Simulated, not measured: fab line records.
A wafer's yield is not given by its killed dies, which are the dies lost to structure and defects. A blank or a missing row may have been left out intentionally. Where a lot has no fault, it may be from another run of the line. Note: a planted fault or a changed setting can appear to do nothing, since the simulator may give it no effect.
A struck lot beside a sound one ; flow n5Finfet ; 16 steps out of a route of 1938
Sound: the wafers L903.1, L903.3, L903.5. Struck: wafer L916.3 (left out: L916.5, a lot-mate that was not struck); the cause follows at the end.
Per side, at each step with rows, come the tool, then ch with its chambers, and then its first start. Under that, the readings that differ: sound wafers ; struck wafers ; difference of the means ; sigmas: that difference in standard deviations of wafers without a fault.
alike: words and numbers the same on both sides, and readings whose means are apart by under 2 such deviations; not compared: readings that were withheld, readings missing a value for some wafer, numbers with overlapping values and no deviation given by the record, and bounds like >300 which may hide the same value.
The two part at a step that has a row with sigmas, a row that says differs or no value, or rows on one side only. Non-overlapping numbers with no deviation appear without sigmas and do not part them. A reading missing from all wafers of one side parts the sides only when that side holds two or more wafers.

first, 2 steps without rows for these wafers: N5_BEOL_M2_SPUTTER_90 (material Cu, target thk 4.5 nm, time 8.29 s); N5_BEOL_M2_ANNEAL_91 (time 240 s).
N5_BEOL_M2_SPUTTER_92: material Cu, target thk 4.5 nm, time 8.29 s.
  sound: pvdSputter-02 at day 7 08:04; struck: pvdSputter-01 at day 10 15:53
reading;sound;struck;difference;sigmas
throttleValvePct (%);31.7 29.7 29.7;26.9;-3.5;-3
  alike: substrateTempC
then, 2 steps without rows for these wafers: N5_BEOL_M2_ANNEAL_93 (time 240 s); N5_BEOL_M2_SPUTTER_94 (material Cu, target thk 4.5 nm, time 8.29 s).
N5_BEOL_M2_ANNEAL_95: time 240 s.
  sound: pvdSputter-02 at day 7 08:22; struck: pvdSputter-01 at day 10 16:11
  alike: heaterPowerW
then, 2 steps without rows for these wafers: N5_BEOL_M2_SPUTTER_96 (material Cu, target thk 4.5 nm, time 8.29 s); N5_BEOL_M2_ECD_50 (material Cu, target thk 300 nm).
N5_BEOL_M2_ANNEAL_51: time 90 s.
  sound on rtpAnneal-02 ch 0, day 7 08:42; struck on rtpAnneal-02 ch 0, day 10 16:37
  alike: wafer_temp_C_max
N5_BEOL_M2_CMP_52: polishes, stops on SiOC, t overpolish 6.8 s, target thk 40 nm.
  sound on cmp-02 ch 1,3, day 7 09:02; struck on cmp-03 ch 3, day 10 17:12
reading;sound;struck;difference;sigmas
overpolishRunS (s);6.787 6.799 6.797;6.815;+0.021;+2
  alike: barrierFieldEndpointS, motorCurrentA, timeToEndpointS
N5_BEOL_M2_THK_MEAS_53: measures by xrf.
  sound: filmMetro-01 at day 7 09:18; struck: filmMetro-01 at day 10 17:30
  alike: M2_THK
N5_BEOL_M2_PRE_CLEAN_60: time 15 s.
  sound on cvdCo-02 ch 1,2, day 7 09:20; struck on cvdCo-02 ch 1, day 10 17:32
  alike: heaterPowerW
N5_BEOL_M2_CO_CAP_55: material Co, precursor CCTBA/H2, target thk 2 nm, time 102.1 s.
  sound on cvdCo-02 ch 1,2, day 7 09:22; struck on cvdCo-02 ch 1, day 10 17:34
reading;sound;struck;difference;sigmas
runLengthS (s);123.8 125.3 125.1;84.7;-40.0;-74
model.Co_of_BEOL_M2_CO_CAP_55.thkNm (nm);2 2.2 2.2;1.2;-0.9;
  alike: chamberPressureTorr, heaterPowerW
then, 1 step without rows for these wafers: N5_BEOL_M2_PRE_CLEAN_56 (time 15 s).
N5_BEOL_M4_RC_MEAS_101:
  sound on prober-02 ch 0, day 8 12:49; struck on prober-02 ch 0, day 11 17:11
reading;sound;struck;difference;sigmas
IOFF_P (nA/um);0.19 0.29 0.30;0.17;-0.09;-2
ION_P (uA/um);465 471 480;451;-21;-3
  alike: DIBL_N, DIBL_P, IOFF_N, ION_N, SS_N, SS_P, VT_N, VT_P
-- record jumps: 5 days separate the struck wafers' starts on either side; left off in module BEOL_M4, taken up again in module PASSIVATION, whose first shown step is the route's number 1936 --
N5_PASSIVATION_PROBE_49:
  sound: prober-01 at day 13 11:56; struck: prober-01 at day 16 14:01
reading;sound;struck;difference;sigmas
killedAtOther;3 2 1;10;+8;+2
  alike: defectLimitedYield, killed_at_M0_to_M3, killed_at_M4_up, killedAtContacts, killedAtFrontEnd, killedDies, killedOpen, killedShort, sort_bin_5_function, sort_bin_6_memory, sortNPass, sortYieldPct

WHERE THEY PART
At N5_BEOL_M2_SPUTTER_92 first; at N5_PASSIVATION_PROBE_49 last (within this record only).

WHY: what had been put in by the simulator
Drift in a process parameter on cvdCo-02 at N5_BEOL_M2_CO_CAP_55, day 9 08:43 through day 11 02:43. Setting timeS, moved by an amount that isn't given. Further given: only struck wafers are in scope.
